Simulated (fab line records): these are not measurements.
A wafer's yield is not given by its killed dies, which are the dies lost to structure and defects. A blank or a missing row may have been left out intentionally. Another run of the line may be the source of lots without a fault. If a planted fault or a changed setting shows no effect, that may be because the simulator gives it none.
fab line records	flow n5Finfet	part 1 of 2: steps 1 to 19 of 25
record lots=5	wafers=15	lastDay=16
route steps=1938 shown DUMMY_GATE@226
lots that met no fault: from a run of the same line without faults
startH: the number of hours between the record's first day and the start of the first shown wafer of the lot	waitH: how many hours have passed since the lot's step before this one	" same as the row above	L1.1+2: one row covering several wafers at once	- either no value or no given start	* or withheld: withheld	< > ~ a bound
route shown NAME@n: names a module that has steps shown in the file, with the first one's number in the route	usual: mean/standard deviation of fault-free wafers	same: alike in all rows	chamber/n: place in a boat	sites: the reading at each site	_std_site: the standard deviation of these	_edge_site: the outer-site mean with the inner-site mean subtracted	radiusMm: for every site, how far away it sits from the centre of the wafer	mask NAME#n: copy n	behind: tool/chamber where the wafer was last shaped	hold: the reason the lot was held/the length of the hold in hours/how it ended	device: whichever transistor did not switch (one of n, p or np)	end of line: tests of these same wafers at the route's end	step lacking rows: just its recipe	killed: count of dies lost to structure and defects at first sort (not the wafer's yield)	map: dies across one wafer; x = killed, . = not, _ = none there
set.NAME: the setting as run; set.NAME@STEP: as run at that earlier step	model.NAME: the simulator's own value behind a step, which no gauge read
a table for each step, a row for each wafer; lots at some steps of the route
services: the hour from which a tool's chamber was out of use, counted from the record's first day as startH (under 0 if before that day), plus the number of hours and why
## steps
# step N5_DUMMY_GATE_EBR_11
# recipe solvent=PGMEA	ebrWidthMm=1.5
lot.wafer	tool	chamber	startH	waitH
L075.2+4+6	lithoTrack-03	0	-	-
L078.2+3+4	lithoTrack-03	0	-	-
L084.2+3+4	lithoTrack-05	0	-	-
L089.4+5+6	lithoTrack-05	0	-	-
L091.2+4+5	lithoTrack-05	0	-	-
# step N5_DUMMY_GATE_SOFTBAKE_10
# recipe tempC=110	timeS=60	resist=CAR-EUV
lot.wafer	tool	chamber	startH	waitH
L075.2+4+6	lithoTrack-03	0	-	-
L078.2+3+4	lithoTrack-03	0	-	-
L084.2+3+4	lithoTrack-05	0	-	-
L089.4+5+6	lithoTrack-05	0	-	-
L091.2+4+5	lithoTrack-05	0	-	-
# step N5_DUMMY_GATE_EXPOSE_12
# recipe maskId=GATE	na=0.33	sourceShape=annular	sigmaInner=0.2	sigmaOuter=0.6	polarization=unpolarized	targetCdNm=25	doseMj=34
lot.wafer	tool	chamber	startH	waitH	mask
L075.2+4+6	euvScanner-01	0	53.28	-	GATE#0
L078.2+3+4	euvScanner-01	0	69.23	-	GATE#0
L084.2+3+4	euvScanner-01	0	112.56	-	GATE#0
L089.4+5+6	euvScanner-01	0	136.06	-	GATE#0
L091.2+4+5	euvScanner-01	0	147.64	-	GATE#0
# step N5_DUMMY_GATE_PEB_13
# recipe pebTempC=100	pebTimeS=60	resist=CAR-EUV
lot.wafer	tool	chamber	startH	waitH
L075.2+4+6	lithoTrack-05	0	53.34	0.0
L078.2+3+4	lithoTrack-05	0	69.29	0.0
L084.2+3+4	lithoTrack-04	0	112.61	0.0
L089.4+5+6	lithoTrack-03	0	136.10	0.0
L091.2+4+5	lithoTrack-04	0	147.69	0.0
# step N5_DUMMY_GATE_DEVELOP_14
# recipe developTimeS=30	developer=TMAH	resist=CAR-EUV	rinseLiquid=surfactantRinse	dry=airSpin	devTempC=23
lot.wafer	tool	chamber	startH	waitH
L075.2+4+6	lithoTrack-05	0	-	-
L078.2+3+4	lithoTrack-05	0	-	-
L084.2+3+4	lithoTrack-04	0	-	-
L089.4+5+6	lithoTrack-03	0	-	-
L091.2+4+5	lithoTrack-04	0	-	-
# step N5_DUMMY_GATE_CD_MEAS_15
# recipe targetCdNm=25.8	landingEnergyEv=500	detector=seInlens
# usual cdNm=25.05/0.23
lot.wafer	tool	chamber	startH	waitH	cdNm
L075.2	cdSem-03	0	53.41	-	24.69
L075.4	"	0	"	"	25.11
L075.6	"	0	"	"	25.00
L078.2	cdSem-02	0	69.35	-	24.82
L078.3	"	0	"	"	24.57
L078.4	"	0	"	"	24.55
L084.2	cdSem-03	0	112.68	-	25.02
L084.3	"	0	"	"	25.13
L084.4	"	0	"	"	25.23
L089.4	cdSem-02	0	136.17	-	25.18
L089.5	"	0	"	"	25.11
L089.6	"	0	"	"	25.00
L091.2	cdSem-01	0	147.76	-	25.05
L091.4	"	0	"	"	25.13
L091.5	"	0	"	"	25.41
# step N5_DUMMY_GATE_OVL_MEAS_16
# recipe pointsPerWafer=522
# usual GATE_OVL=0.1/0.85
lot.wafer	tool	chamber	startH	waitH	GATE_OVL[nm]
L075.2	overlay-02	0	53.45	0.0	1.2
L075.4	"	0	"	"	-0.6
L075.6	"	0	"	"	-0.9
L078.2	overlay-01	0	69.40	0.0	1.7
L078.3	"	0	"	"	0.5
L078.4	"	0	"	"	1.0
L084.2	overlay-02	0	112.73	0.0	0.4
L084.3	"	0	"	"	1.7
L084.4	"	0	"	"	0.2
L089.4	overlay-01	0	136.22	0.0	-0.1
L089.5	"	0	"	"	0.2
L089.6	"	0	"	"	-0.7
L091.2	overlay-01	0	147.81	0.0	0.9
L091.4	"	0	"	"	0.4
L091.5	"	0	"	"	0.1
# step N5_DUMMY_GATE_INSPECT_17
# recipe mode=adi	inspectInstrument=brightfield
# usual rawDefectCount=188/46
lot.wafer	tool	chamber	startH	waitH	rawDefectCount
L075.2	defectInspect-01	-	53.50	0.0	181
L075.4	"	-	"	"	179
L075.6	"	-	"	"	167
L078.2	defectInspect-01	-	69.45	0.0	207
L078.3	"	-	"	"	150
L078.4	"	-	"	"	217
L084.2	defectInspect-02	-	112.78	0.0	112
L084.3	"	-	"	"	202
L084.4	"	-	"	"	220
L089.4	defectInspect-02	-	136.27	0.0	215
L089.5	"	-	"	"	223
L089.6	"	-	"	"	248
L091.2	defectInspect-01	-	147.86	0.0	228
L091.4	"	-	"	"	172
L091.5	"	-	"	"	257
# step N5_DUMMY_GATE_DESCUM_20
# recipe chemistry=O2	timeS=6.2	sourcePowerW=50	biasPowerW=20	pressureMtorr=20	rfFrequencyHz=2.712e+07	tempC=40	resist=CAR-EUV	o2FlowSccm=225
# usual biasPowerW=20.00/0.057	drypumpMotorCurrentA=5.8/0.47	oesProductAu=0.75/0.038	rfVppV=243.3/1.5	showerheadPlenumPTorr=2.09/0.087	throttleValvePct=20.41/0.16
lot.wafer	tool	chamber	startH	waitH	biasPowerW	drypumpMotorCurrentA	oesProductAu	rfHoursCounterH	rfVppV	showerheadPlenumPTorr	throttleValvePct
L075.2	rieDiel-04	1	53.54	0.0	20.02	6.0	0.76	120	245.0	2.18	20.37
L075.4	"	3	"	"	20.01	6.0	0.73	144	244.5	2.20	20.47
L075.6	"	2	"	"	19.94	5.4	0.79	-	243.4	2.10	20.30
L078.2	rieDiel-02	1	69.48	0.0	19.92	6.1	0.78	117	242.0	2.01	20.22
L078.3	"	0	"	"	20.02	5.1	0.84	68	245.5	2.22	20.28
L078.4	"	3	"	"	20.23	6.6	0.68	221	243.4	2.18	20.69
L084.2	rieDiel-03	3	112.81	0.0	20.02	5.3	0.74	153	241.3	2.00	20.59
L084.3	"	2	"	"	19.92	5.3	0.73	175	243.4	2.08	20.20
L084.4	"	1	"	"	20.00	6.4	0.72	161	243.0	2.12	20.71
L089.4	rieDiel-03	0	136.30	0.0	19.94	5.9	0.71	224	240.7	1.96	20.44
L089.5	"	1	"	"	19.90	6.5	0.73	-	242.1	2.11	20.74
L089.6	"	2	"	"	19.95	5.3	0.74	-	241.5	2.08	20.19
L091.2	rieDiel-03	2	147.93	0.1	19.98	5.3	0.72	184	242.6	2.08	20.22
L091.4	"	3	"	"	20.04	5.3	0.73	164	242.6	2.00	20.60
L091.5	"	3	"	"	20.01	5.3	0.74	-	241.4	2.00	20.60
# step N5_DUMMY_GATE_ETCH_29
# recipe chemistry=N2/H2	target=underlayer	targetDepthA=130	ionEnergyEv=200	pressureMtorr=30	sourceW=840	biasW=150	n2FlowSccm=200	h2FlowSccm=200
# usual drypumpMotorCurrentA=5.8/0.47	n2FlowSccm=200.0/0.58	oesProductAu=0.75/0.036	rfVppV=523.9/2.8	showerheadPlenumPTorr=2.54/0.096	throttleValvePct=17.84/0.12
lot.wafer	tool	chamber	startH	waitH	drypumpMotorCurrentA	n2FlowSccm	oesProductAu	rfHoursCounterH	rfVppV	showerheadPlenumPTorr	throttleValvePct
L075.2	rieDiel-04	1	53.60	0.0	6.0	200.7	0.76	120	526.7	2.66	17.90
L075.4	"	3	"	"	5.9	201.1	0.75	144	527.2	2.65	17.68
L075.6	"	2	"	"	5.4	199.8	0.78	-	524.4	2.55	17.75
L078.2	rieDiel-02	1	69.55	0.0	6.2	200.0	0.79	117	521.4	2.45	17.75
L078.3	"	0	"	"	5.1	199.0	0.84	68	527.2	2.68	17.68
L078.4	"	3	"	"	6.7	199.9	0.68	221	526.7	2.61	17.95
L084.2	rieDiel-03	3	112.88	0.0	5.3	201.5	0.74	153	520.6	2.42	17.93
L084.3	"	2	"	"	5.3	199.8	0.74	175	522.6	2.54	17.82
L084.4	"	1	"	"	6.5	200.1	0.74	161	523.1	2.53	17.87
L089.4	rieDiel-03	0	136.36	0.0	5.9	200.8	0.70	224	519.2	2.40	18.00
L089.5	"	1	"	"	6.5	199.8	0.73	-	524.2	2.53	17.89
L089.6	"	2	"	"	5.3	199.7	0.73	-	524.1	2.54	17.85
L091.2	rieDiel-03	2	148.00	0.0	5.3	199.8	0.73	184	521.2	2.54	17.86
L091.4	"	3	"	"	5.3	200.6	0.74	164	520.9	2.42	17.93
L091.5	"	3	"	"	5.3	200.7	0.74	-	519.9	2.41	17.94
# step N5_DUMMY_GATE_ETCH_36
# recipe chemistry=CF4	target=SiARC	targetDepthA=130	pressureMtorr=40	sourceW=545	biasW=36	Ar_flow_sccm=100	cf4FlowSccm=100	ionEnergyEv=80
# usual drypumpMotorCurrentA=5.8/0.47	oesProductAu=0.75/0.035	rfVppV=184.0/1.2	showerheadPlenumPTorr=2.14/0.076	throttleValvePct=15.63/0.14
lot.wafer	tool	chamber	startH	waitH	drypumpMotorCurrentA	oesProductAu	rfHoursCounterH	rfVppV	showerheadPlenumPTorr	throttleValvePct
L075.2	rieDiel-04	1	53.64	0.0	6.0	0.77	120	184.1	2.23	15.59
L075.4	"	3	"	"	6.0	0.74	144	184.6	2.23	15.54
L075.6	"	2	"	"	5.4	0.78	-	183.6	2.15	15.57
L078.2	rieDiel-02	1	69.59	0.0	6.1	0.78	117	183.0	2.07	15.46
L078.3	"	0	"	"	5.1	0.83	68	186.6	2.26	15.44
L078.4	"	3	"	"	6.6	0.68	221	184.9	2.21	15.81
L084.2	rieDiel-03	3	112.92	0.0	5.3	0.74	153	184.0	2.05	15.71
L084.3	"	2	"	"	5.3	0.74	175	184.1	2.14	15.44
L084.4	"	1	"	"	6.5	0.74	161	183.5	2.12	15.66
L089.4	rieDiel-03	0	136.40	0.0	5.9	0.69	224	183.6	2.04	15.79
L089.5	"	1	"	"	6.5	0.72	-	183.5	2.12	15.67
L089.6	"	2	"	"	5.3	0.72	-	184.1	2.13	15.47
L091.2	rieDiel-03	2	148.04	0.0	5.3	0.73	184	184.8	2.13	15.44
L091.4	"	3	"	"	5.3	0.74	164	184.2	2.05	15.71
L091.5	"	3	"	"	5.3	0.73	-	181.6	2.04	15.75
# step N5_DUMMY_GATE_ETCH_37
# recipe chemistry=N2/H2	target=SOC	targetDepthA=600	overetchA=300	tempC=40	ionEnergyEv=200	pressureMtorr=30	sourceW=840	biasW=150	n2FlowSccm=200	h2FlowSccm=200
# usual drypumpMotorCurrentA=5.8/0.47	n2FlowSccm=200.0/0.6	oesProductAu=0.592/0.029	rfVppV=523.8/2.7	showerheadPlenumPTorr=2.54/0.096	throttleValvePct=17.77/0.12
lot.wafer	tool	chamber	startH	waitH	drypumpMotorCurrentA	n2FlowSccm	oesProductAu	rfHoursCounterH	rfVppV	showerheadPlenumPTorr	throttleValvePct
L075.2	rieDiel-04	1	53.68	0.0	6.0	199.1	0.594	120	526.7	2.66	17.82
L075.4	"	3	"	"	6.0	200.5	0.582	144	527.0	2.65	17.58
L075.6	"	2	"	"	5.4	200.4	0.625	-	524.0	2.55	17.69
L078.2	rieDiel-02	1	69.63	0.0	6.1	200.1	0.621	117	522.2	2.45	17.68
L078.3	"	0	"	"	5.1	201.1	0.660	68	527.9	2.68	17.62
L078.4	"	3	"	"	6.7	201.2	0.543	221	526.8	2.62	17.90
L084.2	rieDiel-03	3	112.96	0.0	5.3	199.6	0.592	153	520.7	2.42	17.85
L084.3	"	2	"	"	5.3	199.7	0.582	175	524.7	2.54	17.76
L084.4	"	1	"	"	6.5	200.0	0.582	161	524.0	2.53	17.78
L089.4	rieDiel-03	0	136.44	0.0	5.9	199.2	0.553	224	520.8	2.41	17.93
L089.5	"	1	"	"	6.5	199.9	0.577	-	522.9	2.53	17.79
L089.6	"	2	"	"	5.3	200.7	0.586	-	522.0	2.54	17.79
L091.2	rieDiel-03	2	148.08	0.0	5.3	200.8	0.578	184	523.6	2.54	17.77
L091.4	"	3	"	"	5.3	200.0	0.582	164	520.4	2.42	17.87
L091.5	"	3	"	"	5.3	200.3	0.590	-	520.7	2.41	17.86
# step N5_DUMMY_GATE_STRIP_38
# recipe chemistry=N2/H2	tempC=40	n2FlowSccm=200	h2FlowSccm=200	rfFrequencyHz=6e+07
lot.wafer	tool	chamber	startH	waitH
L075.2+4+6	rieDiel-04	1,3,2	53.72	0.0
L078.2+3+4	rieDiel-02	1,0,3	69.67	0.0
L084.2+3+4	rieDiel-03	3,2,1	113.00	0.0
L089.4+5+6	rieDiel-03	0,1,2	136.48	0.0
L091.2+4+5	rieDiel-03	2,3,3	148.12	0.0
# step N5_DUMMY_GATE_STRIP_39
# recipe chemistry=N2/H2	tempC=40	n2FlowSccm=200	h2FlowSccm=200	rfFrequencyHz=6e+07
lot.wafer	tool	chamber	startH	waitH
L075.2+4+6	rieDiel-04	1,3,2	53.73	0.0
L078.2+3+4	rieDiel-02	1,0,3	69.68	0.0
L084.2+3+4	rieDiel-03	3,2,1	113.01	0.0
L089.4+5+6	rieDiel-03	0,1,2	136.49	0.0
L091.2+4+5	rieDiel-03	2,3,3	148.13	0.0
# step N5_DUMMY_GATE_TRIM_49
# recipe chemistry=O2	resist=SOC	timeS=29	targetCdNm=14	sourcePowerW=300	biasPowerW=0	O2_flow_sccm=100	tempC=20
# usual O2_flow_sccm=100.01/0.28	drypumpMotorCurrentA=5.7/0.52	oesProductAu=0.992/0.013	throttleValvePct=8.17/0.11
# same biasPowerW=0
lot.wafer	tool	chamber	startH	waitH	O2_flow_sccm	drypumpMotorCurrentA	oesProductAu	rfHoursCounterH	throttleValvePct
L075.2	rieSi-01	1	53.77	0.0	100.29	5.5	0.984	200	8.10
L075.4	"	0	"	"	100.12	5.7	1.002	136	8.09
L075.6	"	2	"	"	100.03	6.0	0.981	-	8.11
L078.2	rieSi-01	3	69.72	0.0	99.86	5.7	0.974	28	8.21
L078.3	"	1	"	"	100.07	5.5	0.981	200	8.12
L078.4	"	0	"	"	100.20	5.6	1.004	-	8.08
L084.2	rieSi-06	1	113.04	0.0	100.03	6.7	0.994	23	8.19
L084.3	"	0	"	"	100.18	6.2	1.005	84	8.14
L084.4	"	3	"	"	99.95	4.9	0.987	164	8.24
L089.4	rieSi-01	2	136.52	0.0	99.79	6.0	0.998	56	8.11
L089.5	"	0	"	"	100.02	5.6	0.995	-	8.09
L089.6	"	3	"	"	99.75	5.7	0.982	-	8.20
L091.2	rieSi-01	1	148.16	0.0	99.82	5.5	1.021	1	7.84
L091.4	"	3	"	"	99.60	5.7	0.991	30	8.20
L091.5	"	0	"	"	100.22	5.7	1.006	-	8.08
# step N5_DUMMY_GATE_STRIP_40
# recipe chemistry=CF4	resist=SiARC	powerW=300	biasPowerW=75	pressureMtorr=50	cf4FlowSccm=150	rfFrequencyHz=6e+07
# usual biasPowerW=74.97/0.21	drypumpMotorCurrentA=5.8/0.45	oesProductAu=0.74/0.033	rfVppV=271.1/1.7	showerheadPlenumPTorr=1.79/0.062	throttleValvePct=13.61/0.14
lot.wafer	tool	chamber	startH	waitH	biasPowerW	drypumpMotorCurrentA	oesProductAu	rfHoursCounterH	rfVppV	showerheadPlenumPTorr	throttleValvePct
L075.2	rieDiel-04	0	53.87	0.1	74.84	6.3	0.73	178	270.0	1.72	13.89
L075.4	"	3	"	"	75.31	6.0	0.73	144	271.6	1.86	13.53
L075.6	"	2	"	"	75.07	5.4	0.77	-	272.7	1.80	13.57
L078.2	rieDiel-03	3	69.82	0.1	75.11	5.3	0.75	140	268.8	1.71	13.61
L078.3	"	2	"	"	74.73	5.3	0.75	161	270.5	1.80	13.42
L078.4	"	3	"	"	74.97	5.3	0.76	-	270.7	1.71	13.61
L084.2	rieDiel-02	1	113.14	0.1	75.16	6.2	0.77	129	270.1	1.73	13.48
L084.3	"	2	"	"	75.19	6.2	0.74	143	271.0	1.81	13.56
L084.4	"	3	"	"	74.83	6.6	0.67	234	272.4	1.84	13.82
L089.4	rieDiel-03	2	136.62	0.1	75.04	5.3	0.72	181	271.4	1.79	13.48
L089.5	"	3	"	"	74.82	5.3	0.74	-	268.7	1.71	13.65
L089.6	"	2	"	"	74.81	5.3	0.72	-	271.8	1.79	13.46
L091.2	rieDiel-03	2	148.26	0.1	74.89	5.3	0.72	184	270.5	1.79	13.49
L091.4	"	3	"	"	74.76	5.3	0.74	164	268.1	1.71	13.67
L091.5	"	0	"	"	75.07	5.9	0.69	-	269.0	1.70	13.76
# step N5_DUMMY_GATE_CD_MEAS_50
# recipe targetCdNm=14
# usual cdNm=14.0/0.33
lot.wafer	tool	chamber	startH	waitH	cdNm
L075.2	cdSem-03	-	53.92	0.0	14.1
L075.4	"	-	"	"	14.1
L075.6	"	-	"	"	13.4
L078.2	cdSem-03	-	69.87	0.0	14.1
L078.3	"	-	"	"	14.2
L078.4	"	-	"	"	14.3
L084.2	cdSem-02	-	113.19	0.0	13.9
L084.3	"	-	"	"	13.5
L084.4	"	-	"	"	14.0
L089.4	cdSem-01	-	136.68	0.0	13.8
L089.5	"	-	"	"	13.5
L089.6	"	-	"	"	13.7
L091.2	cdSem-02	-	148.31	0.0	13.8
L091.4	"	-	"	"	14.0
L091.5	"	-	"	"	14.1
# step N5_DUMMY_GATE_ETCH_31
# recipe chemistry=C4F6/O2	target=SiO2	maskMaterial=SOC	targetDepthA=825	timeS=27.5	ionEnergyEv=250	pressureMtorr=30	sourceW=345	biasW=185	Ar_flow_sccm=300	C4F6_flow_sccm=10	O2_flow_sccm=10
# usual O2_flow_sccm=10.00/0.032	drypumpMotorCurrentA=5.8/0.46	oesProductAu=0.740/0.029	rfVppV=666/6.8	showerheadPlenumPTorr=2.84/0.094	throttleValvePct=21.19/0.18
lot.wafer	tool	chamber	startH	waitH	O2_flow_sccm	drypumpMotorCurrentA	oesProductAu	rfHoursCounterH	rfVppV	showerheadPlenumPTorr	throttleValvePct
L075.2	rieDiel-04	0	53.97	0.0	9.95	6.3	0.751	178	673	2.74	21.54
L075.4	"	3	"	"	10.00	6.0	0.747	144	678	2.98	21.18
L075.6	"	1	"	"	9.96	6.1	0.768	-	661	2.97	21.16
L078.2	rieDiel-03	0	69.92	0.0	10.07	5.9	0.722	204	668	2.73	21.31
L078.3	"	2	"	"	10.01	5.3	0.757	161	662	2.84	20.88
L078.4	"	0	"	"	9.93	5.9	0.718	-	667	2.73	21.32
L084.2	rieDiel-02	0	113.24	0.0	10.05	5.1	0.822	80	679	3.00	21.04
L084.3	"	2	"	"	10.02	6.2	0.741	143	663	2.83	20.94
L084.4	"	3	"	"	10.04	6.7	0.671	234	675	2.93	21.33
L089.4	rieDiel-03	0	136.72	0.0	10.03	5.9	0.698	224	669	2.72	21.34
L089.5	"	1	"	"	9.96	6.5	0.724	-	662	2.82	21.16
L089.6	"	2	"	"	9.99	5.3	0.728	-	660	2.83	20.90
L091.2	rieDiel-03	2	148.35	0.0	9.99	5.3	0.736	184	660	2.83	20.91
L091.4	"	3	"	"	10.03	5.3	0.728	164	663	2.73	21.36
L091.5	"	3	"	"	10.00	5.3	0.737	-	662	2.73	21.35
# step N5_DUMMY_GATE_STRIP_41
# recipe chemistry=O2	powerW=400	tempC=40	pressureMtorr=30	rfFrequencyHz=6e+07	biasPowerW=0	overashFraction=0.3	o2FlowSccm=225
# usual drypumpMotorCurrentA=5.8/0.46	oesProductAu=0.739/0.029	rfVppV=3.7/0.46	showerheadPlenumPTorr=2.09/0.082	throttleValvePct=16.70/0.15
# same biasPowerW=0
lot.wafer	tool	chamber	startH	waitH	drypumpMotorCurrentA	oesProductAu	rfHoursCounterH	rfVppV	showerheadPlenumPTorr	throttleValvePct
L075.2	rieDiel-04	0	54.01	0.0	6.3	0.745	178	2.6	1.98	16.84
L075.4	"	3	"	"	6.0	0.730	144	3.3	2.21	16.71
L075.6	"	1	"	"	6.0	0.758	-	3.5	2.19	16.62
L078.2	rieDiel-03	0	69.96	0.0	5.9	0.720	204	3.6	1.98	16.70
L078.3	"	2	"	"	5.3	0.749	161	4.4	2.09	16.44
L078.4	"	0	"	"	5.9	0.725	-	3.6	1.98	16.71
L084.2	rieDiel-02	0	113.28	0.0	5.1	0.826	80	4.0	2.22	16.57
L084.3	"	2	"	"	6.1	0.743	143	3.3	2.09	16.50
L084.4	"	3	"	"	6.6	0.675	234	3.2	2.18	16.97
L089.4	rieDiel-03	0	136.77	0.0	5.9	0.697	224	3.4	1.97	16.72
L089.5	"	1	"	"	6.5	0.724	-	3.8	2.12	16.93
L089.6	"	2	"	"	5.3	0.719	-	4.2	2.09	16.51
L091.2	rieDiel-03	2	148.40	0.0	5.3	0.719	184	4.5	2.09	16.50
L091.4	"	3	"	"	5.3	0.728	164	3.4	2.01	16.84
L091.5	"	3	"	"	5.3	0.727	-	3.0	2.01	16.84
